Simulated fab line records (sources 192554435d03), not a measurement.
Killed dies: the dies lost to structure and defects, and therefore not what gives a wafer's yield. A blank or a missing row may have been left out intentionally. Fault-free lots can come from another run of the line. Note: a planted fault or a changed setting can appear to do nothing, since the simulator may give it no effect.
Split-lot study | flow n5_finfet | route with 1938 steps; 7 lots, 21 wafers read

ABOUT THE SPLIT
At N5_SD_EPI_N_EPI_21 (deposits Si:P, time 690 s), the setting epi_growth_time_s was moved away from the recipe's 690 s on 6 of the 21 wafers read, by -3.3% to +10.3%. This setting was run at the recipe's value on the other wafers.

FROM THE SPLIT TO THE READING: what the file shows between them, 9 steps
- N5_SD_EPI_N_PRECLEAN_24: cleans in O3/DIW, time 60 s
- N5_SD_EPI_N_SRD_25: time 30 s
- N5_SD_EPI_N_PRECLEAN_49: cleans in NF3:NH3, afs cycles 1, time 20 s, sublimation time 60 s
- N5_SD_EPI_P_EPI_21: deposits SiGe:B, time 355 s
- N5_SD_EPI_P_HM_STRIP_48: strips SiNx in H3PO4, material SiNx, target depth 3 nm
- N5_SD_EPI_P_SRD_49: time 30 s
- N5_SD_EPI_P_PRECLEAN_24: cleans in O3/DIW, time 45 s
- N5_SD_ACTIVATION_RTA_00: time 0 s
- N5_SD_ACTIVATION_LSA_01: time 0.0008 s

THE READING
RS_SD_N in ohm/sq, measured at N5_SD_ACTIVATION_RS_MEAS_03 by four-point-probe. A value of 21.92 ohm/sq with a standard deviation of 0.28 ohm/sq is what fault-free wafers of this fab line usually give.

wafer  | tool, chamber at the split | epi_growth_time_s as run, s | against the recipe | RS_SD_N, ohm/sq | against lot-mates on the recipe
L077.2 | epi_rpcvd-02, 0            | 690                         | recipe             | 21.67           | -
L077.3 | epi_rpcvd-02, 0            | 690                         | recipe             | 21.66           | -
L077.4 | epi_rpcvd-02, 0            | 667.2                       | -3.3%              | 21.98           | +0.32
L082.1 | epi_rpcvd-04, 0            | 690                         | recipe             | 21.76           | -
L082.2 | epi_rpcvd-04, 0            | 690                         | recipe             | 21.67           | -
L082.3 | epi_rpcvd-04, 0            | 721.7                       | +4.6%              | 21.08           | -0.64
L083.1 | epi_rpcvd-04, 0            | 690                         | recipe             | 21.61           | -
L083.2 | epi_rpcvd-04, 0            | 757.7                       | +9.8%              | 20.27           | -1.34
L083.6 | epi_rpcvd-04, 0            | 757.7                       | +9.8%              | 20.60           | -1.01
L084.4 | epi_rpcvd-02, 0            | 690                         | recipe             | 21.96           | -
L084.5 | epi_rpcvd-02, 0            | 690                         | recipe             | 21.95           | -
L084.6 | epi_rpcvd-02, 0            | 690                         | recipe             | 22.21           | -
L085.1 | epi_rpcvd-04, 0            | 690                         | recipe             | 22.53           | -
L085.3 | epi_rpcvd-04, 0            | 690                         | recipe             | 22.26           | -
L085.5 | epi_rpcvd-04, 0            | 690                         | recipe             | 22.51           | -
L087.1 | epi_rpcvd-02, 0            | 690                         | recipe             | 22.12           | -
L087.4 | epi_rpcvd-02, 0            | 690                         | recipe             | 21.95           | -
L087.5 | epi_rpcvd-02, 0            | 690                         | recipe             | 21.87           | -
L096.3 | epi_rpcvd-01, 0            | 761                         | +10.3%             | 20.26           | -2.05
L096.4 | epi_rpcvd-01, 0            | 690                         | recipe             | 22.31           | -
L096.5 | epi_rpcvd-01, 0            | 761                         | +10.3%             | 20.01           | -2.30

THE FIT
A straight line over all 21 wafers: RS_SD_N changes by -0.163 ohm/sq for each +1% of epi_growth_time_s; r = -0.92; the points scatter about the line by 0.31 ohm/sq.
The same after taking each lot's own level away (the mean of its wafers on the recipe; 21 wafers): -0.163 ohm/sq for each +1%; r = -0.95; scatter 0.24 ohm/sq.
Per that fit: largest epi_growth_time_s move, reading shift of 1.7 ohm/sq.
The span of the lots' own levels, 21.610 to 22.433 ohm/sq, comes to 2.9 times the standard deviation stated above.
Consequently the slope shifts little with the lot-to-lot level, the two slopes agreeing.
Check: for one of the wafers moved furthest among these (+10.3%), held out of the fit, the line's prediction against its lot-mates is -1.58 ohm/sq. Against them it came out at -2.05 ohm/sq.

ADDITIONAL SPLITS CARRIED BY THESE WAFERS
Other splits were also applied to these wafers ahead of the reading. Each is held against what the fit with the lots' levels taken away leaves over:
other split on the same wafers                    | wafers away from the commonest value | r with RS_SD_N (lot level and that fit taken away)
N5_WELL_APT_COAT_02 spin_rpm                      | 6                                    | +0.60
N5_WELL_APT_EXPOSE_05 dose_mj                     | 6                                    | -0.27
N5_PMOS_HMC_CHANNEL_EPI_PEB_07 peb_time_s         | 6                                    | -0.43
N5_PMOS_HMC_CHANNEL_EPI_DEVELOP_08 develop_time_s | 6                                    | -0.09
N5_DUMMY_GATE_CVD_03 temp_c                       | 9                                    | -0.16
N5_SD_EPI_N_ETCH_16 target_depth_a                | 6                                    | +0.52

THE WHOLE CHAIN: every reading that the file lists as answering this split, in the file's order
step                        | what it does                                           | reading                                                                         | change (the file's fit)               | r (the file's)
N5_SD_EPI_N_EPI_21          | deposits Si:P, time 690 s                              | Si-P_of_SD_EPI_N_EPI_21.thk_nm (the simulator's own value, which no gauge read) | +0.409 nm for each +1% of the setting | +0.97
N5_SD_EPI_N_PRECLEAN_24     | cleans in O3/DIW, time 60 s                            | Si-P_of_SD_EPI_N_EPI_21.thk_nm (the simulator's own value, which no gauge read) | +0.4 nm for each +1% of the setting   | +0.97
N5_SD_EPI_P_HM_STRIP_48     | strips SiNx in H3PO4, material SiNx, target depth 3 nm | Si-P_of_SD_EPI_N_EPI_21.thk_nm (the simulator's own value, which no gauge read) | +0.42 nm for each +1% of the setting  | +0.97
N5_SD_ACTIVATION_RS_MEAS_03 | measures by four-point-probe                           | RS_SD_N                                                                         | -0.161 for each +1% of the setting    | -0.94

THE FILE'S OWN FIT
RS_SD_N changes by -0.161 ohm/sq for each +1% of epi_growth_time_s, r = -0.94.
